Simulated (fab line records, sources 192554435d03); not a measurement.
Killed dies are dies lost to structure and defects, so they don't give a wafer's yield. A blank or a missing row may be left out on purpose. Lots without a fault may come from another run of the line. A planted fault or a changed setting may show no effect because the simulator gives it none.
Which tool did it? | flow n5_finfet | 11 lots, 33 wafers sampled, at 5 steps of a route of 1938

WHAT THE GAUGES READ, wafer by wafer
N5_BEOL_M9_INSPECT_58: inspects for defects (darkfield). Usual: raw_defect_count 70, standard deviation 24.
lot  | measured     | on                | raw_defect_count | flag
L394 | day 11 03:38 | defect_inspect-01 | 47 53 52         |
L396 | day 11 04:04 | defect_inspect-01 | 75 67 91         |
L398 | day 11 10:02 | defect_inspect-01 | 87 94 86         |
L401 | day 12 15:22 | defect_inspect-01 | 128 96 108       |
L407 | day 14 01:47 | defect_inspect-01 | 113 108 71       |
L404 | day 14 02:03 | defect_inspect-02 | 71 110 87        |
L411 | day 14 13:41 | defect_inspect-01 | 81 67 54         |
L410 | day 14 23:47 | defect_inspect-02 | 102 84 85        |
L414 | day 15 14:30 | defect_inspect-01 | 105 37 48        |
L413 | day 15 14:31 | defect_inspect-02 | 70 98 60         |
L412 | day 15 15:14 | defect_inspect-01 | 98 90 115        |

N5_BEOL_M10_INSPECT_13: inspects for defects (brightfield). Usual: raw_defect_count 447, standard deviation 110.
lot  | measured     | on                | raw_defect_count | flag
L394 | day 11 07:02 | defect_inspect-01 | 245 352 365      |
L396 | day 11 07:13 | defect_inspect-02 | 345 379 421      |
L398 | day 11 11:22 | defect_inspect-01 | 460 497 738      |
L401 | day 12 16:55 | defect_inspect-01 | 452 468 418      |
L407 | day 14 04:00 | defect_inspect-02 | 1277 1217 1357   | OFF
L404 | day 14 04:13 | defect_inspect-01 | 1218 1145 1147   | OFF
L411 | day 14 16:33 | defect_inspect-02 | 400 499 334      |
L410 | day 15 01:43 | defect_inspect-01 | 547 451 827      |
L414 | day 15 16:28 | defect_inspect-02 | 466 538 449      |
L413 | day 15 16:37 | defect_inspect-02 | 489 618 602      |
L412 | day 15 16:47 | defect_inspect-01 | 509 489 733      |

WHICH TOOL RAN EACH LOT (tool, then ch and the chambers of the sampled wafers, then the start)
lot  | N5_BEOL_M9_SPUTTER_48        | N5_BEOL_M9_CMP_52             | N5_BEOL_M10_HM_DEP_02
L394 | pvd_sputter-01, day 11 02:33 | cmp-04 ch 1,3, day 11 03:13   | pvd_sputter-01, day 11 06:26
L396 | pvd_sputter-02, day 11 03:05 | cmp-03 ch 0,1,3, day 11 03:40 | pvd_sputter-01, day 11 06:38
L398 | pvd_sputter-03, day 11 08:52 | cmp-03 ch 0,3, day 11 09:37   | pvd_sputter-02, day 11 10:57
L401 | pvd_sputter-01, day 12 13:02 | cmp-04 ch 0,3, day 12 14:56   | pvd_sputter-01, day 12 16:19
L407 | pvd_sputter-01, day 13 22:58 | cmp-04 ch 1,2,3, day 14 01:22 | pvd_sputter-01, day 14 03:27
L404 | pvd_sputter-02, day 13 23:05 | cmp-01 ch 1,2, day 14 01:38   | pvd_sputter-01, day 14 03:39
L411 | pvd_sputter-03, day 14 09:43 | cmp-03 ch 1,2,3, day 14 13:19 | pvd_sputter-02, day 14 15:59
L410 | pvd_sputter-03, day 14 21:26 | cmp-04 ch 0,3, day 14 23:20   | pvd_sputter-02, day 15 01:18
L414 | pvd_sputter-01, day 15 13:16 | cmp-01 ch 0,1,2, day 15 14:09 | pvd_sputter-03, day 15 15:55
L413 | pvd_sputter-03, day 15 13:21 | cmp-04 ch 0,1, day 15 14:04   | pvd_sputter-02, day 15 15:56
L412 | pvd_sputter-02, day 15 13:49 | cmp-01 ch 0,1,2, day 15 14:46 | pvd_sputter-03, day 15 16:10
- N5_BEOL_M9_SPUTTER_48: material Cu, target thk 12 nm, time 2 s.
- N5_BEOL_M9_CMP_52: polishes, stops on SiCOH lowk, t overpolish 7 s, target thk 140 nm.
- N5_BEOL_M10_HM_DEP_02: deposits TiN, target thk 20 nm.

WHAT THE TOOLS THEMSELVES READ (means of the sampled wafers that have a number; where no wafer has one, the mark that the record gives instead)
N5_BEOL_M9_SPUTTER_48. Usual: chuck_gas_flow_sccm 1.26 sccm, standard deviation 0.055; throttle_valve_pct 29.9 %, standard deviation 0.86.
lot  | tool           | chuck_gas_flow_sccm (sccm) | throttle_valve_pct (%) | flag
L394 | pvd_sputter-01 | 1.24                       | 29.0                   |
L396 | pvd_sputter-02 | 1.22                       | 29.7                   |
L398 | pvd_sputter-03 | 1.23                       | 30.9                   |
L401 | pvd_sputter-01 | 1.27                       | 29.7                   |
L407 | pvd_sputter-01 | 1.18                       | 29.4                   |
L404 | pvd_sputter-02 | 1.24                       | 29.6                   |
L411 | pvd_sputter-03 | 1.25                       | 30.9                   |
L410 | pvd_sputter-03 | 1.23                       | 30.2                   |
L414 | pvd_sputter-01 | 1.22                       | 30.0                   |
L413 | pvd_sputter-03 | 1.29                       | 30.6                   |
L412 | pvd_sputter-02 | 1.27                       | 29.7                   |

N5_BEOL_M9_CMP_52. Usual: barrier_field_endpoint_s 28.6 s, standard deviation 0.72; motor_current_A 6.3 A, standard deviation 0.59; overpolish_run_s 7.000 s, standard deviation 0.0091; pad_life_wafers 954, standard deviation 700; time_to_endpoint_s 65 s, standard deviation 3.2.
lot  | tool   | barrier_field_endpoint_s (s) | motor_current_A (A) | overpolish_run_s (s) | pad_life_wafers | time_to_endpoint_s (s) | flag
L394 | cmp-04 | 28.3                         | 5.9                 | 6.997                | 1292            | 65                     |
L396 | cmp-03 | 27.7                         | 6.5                 | 6.999                | 14              | 62                     |
L398 | cmp-03 | 29.4                         | 6.7                 | 7.003                | 62              | 69                     |
L401 | cmp-04 | 28.6                         | 6.7                 | 7.001                | 1585            | 65                     |
L407 | cmp-04 | 27.9                         | 6.5                 | 6.992                | 1838            | 63                     |
L404 | cmp-01 | 28.3                         | 6.4                 | 7.000                | 308             | 60                     |
L411 | cmp-03 | 29.1                         | 6.4                 | 6.996                | 680             | 68                     |
L410 | cmp-04 | 28.3                         | 6.8                 | 6.999                | 2022            | 63                     |
L414 | cmp-01 | 27.4                         | 6.0                 | 6.997                | 645             | 62                     |
L413 | cmp-04 | 29.0                         | 5.8                 | 6.997                | 54              | 62                     |
L412 | cmp-01 | 28.2                         | 5.9                 | 7.005                | 649             | 62                     |

N5_BEOL_M10_HM_DEP_02. Usual: throttle_valve_pct 29.8 %, standard deviation 0.87.
lot  | tool           | throttle_valve_pct (%) | flag
L394 | pvd_sputter-01 | 28.5                   |
L396 | pvd_sputter-01 | 29.2                   |
L398 | pvd_sputter-02 | 29.6                   |
L401 | pvd_sputter-01 | 29.1                   |
L407 | pvd_sputter-01 | 29.0                   |
L404 | pvd_sputter-01 | 29.3                   |
L411 | pvd_sputter-02 | 30.2                   |
L410 | pvd_sputter-02 | 29.9                   |
L414 | pvd_sputter-03 | 30.6                   |
L413 | pvd_sputter-02 | 29.7                   |
L412 | pvd_sputter-03 | 30.8                   |

THE ANSWER, worked out from the rows above alone
Rule: a lot is off if the mean of its wafers that have a number lies more than 3 standard deviations from the usual mean. A lot without any number at a reading at which 4 lots or more have one is off too. The other lots that the step has rows for count as sound. The gauges are gone through in route order, then the tools' own readings, and for those a lot's mean is taken as printed above. The first step at which some lot is off is used, and at that step the reading that is off furthest; a lot without a number counts as furthest.
Off: L407, L404, at N5_BEOL_M10_INSPECT_13 (raw_defect_count).
A tool fits if, at a process step before that reading, it ran every lot that is off, and no sound lot after the first of them. The gauges at N5_BEOL_M10_INSPECT_13 are tried like those tools. One fits: pvd_sputter-01 at N5_BEOL_M10_HM_DEP_02. Its last sound lot is L401 (day 12 16:19), its first lot that is off L407 (day 14 03:27): a fault that began between those two fits.

WHAT THE SIMULATOR HAD PUT IN
Chamber particle source: pvd_sputter-01, from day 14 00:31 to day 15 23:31, at N5_BEOL_M10_HM_DEP_02. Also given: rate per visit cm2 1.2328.
Lots struck among those shown: L407, L404. The rule above found the same.
